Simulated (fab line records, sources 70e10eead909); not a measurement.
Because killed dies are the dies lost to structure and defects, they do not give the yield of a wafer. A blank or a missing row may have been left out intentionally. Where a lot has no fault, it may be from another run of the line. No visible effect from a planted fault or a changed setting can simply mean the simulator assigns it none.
Matching of chambers || flow nand_harc || 4 sister chambers for NHARC_P_ZERO_WELL_ETCH_65 on rie_diel-13
The step etches the open film in N2/H2, target depth 80 nm, overetch 24 nm, time 87.88 s. 4 wafers are shown with their chamber, then 9 later ones without.

== EACH WAFER AND ITS CHAMBER ==
{"wafer": "L083.5", "chamber": 2, "drypump_motor_current_A (A)": 5.5}
{"wafer": "L086.1", "chamber": 0, "drypump_motor_current_A (A)": 6.3}
{"wafer": "L086.2", "chamber": 3, "drypump_motor_current_A (A)": 5.2}
{"wafer": "L086.4", "chamber": 1, "drypump_motor_current_A (A)": 6.1}

== WAFERS WHOSE CHAMBER IS MISSING ==
{"wafer": "L087.2", "drypump_motor_current_A (A)": 5.2}
{"wafer": "L087.4", "drypump_motor_current_A (A)": 6.1}
{"wafer": "L087.6", "drypump_motor_current_A (A)": 6.3}
{"wafer": "L094.2", "drypump_motor_current_A (A)": 6.2}
{"wafer": "L094.5", "drypump_motor_current_A (A)": 5.5}
{"wafer": "L094.6", "drypump_motor_current_A (A)": 6.2}
{"wafer": "L095.2", "drypump_motor_current_A (A)": 5.5}
{"wafer": "L095.3", "drypump_motor_current_A (A)": 6.1}
{"wafer": "L095.6", "drypump_motor_current_A (A)": 6.1}

== THE CHAMBER EACH PASSED THROUGH ==
{"wafer": "L087.2", "from the rows above": 3, "in truth": 3}
{"wafer": "L087.4", "from the rows above": 1, "in truth": 1}
{"wafer": "L087.6", "from the rows above": 0, "in truth": 0}
{"wafer": "L094.2", "from the rows above": "can't be placed: 0 or 1", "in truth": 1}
{"wafer": "L094.5", "from the rows above": 2, "in truth": 2}
{"wafer": "L094.6", "from the rows above": "can't be placed: 0 or 1", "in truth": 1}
{"wafer": "L095.2", "from the rows above": 2, "in truth": 2}
{"wafer": "L095.3", "from the rows above": 1, "in truth": 1}
{"wafer": "L095.6", "from the rows above": 1, "in truth": 1}
Correct placement for 7 of the 9. These rows do not allow placing 2 (true chamber among the candidates in 2). Number placed wrongly: 0.
How it was worked out, from the rows above alone: a wafer's distance from a chamber is the root of the sum, over the readings, of the square of ((its reading less the chamber's mean) divided by the reading's scatter). The wafer belongs to the nearest chamber; if the next one is less than 2 further off, it can't be placed. A chamber's mean is the mean of its shown wafers. The scatter (one wafer shown for each chamber): square how far every hidden wafer sits from the nearest shown wafer, average those squares and take the square root.
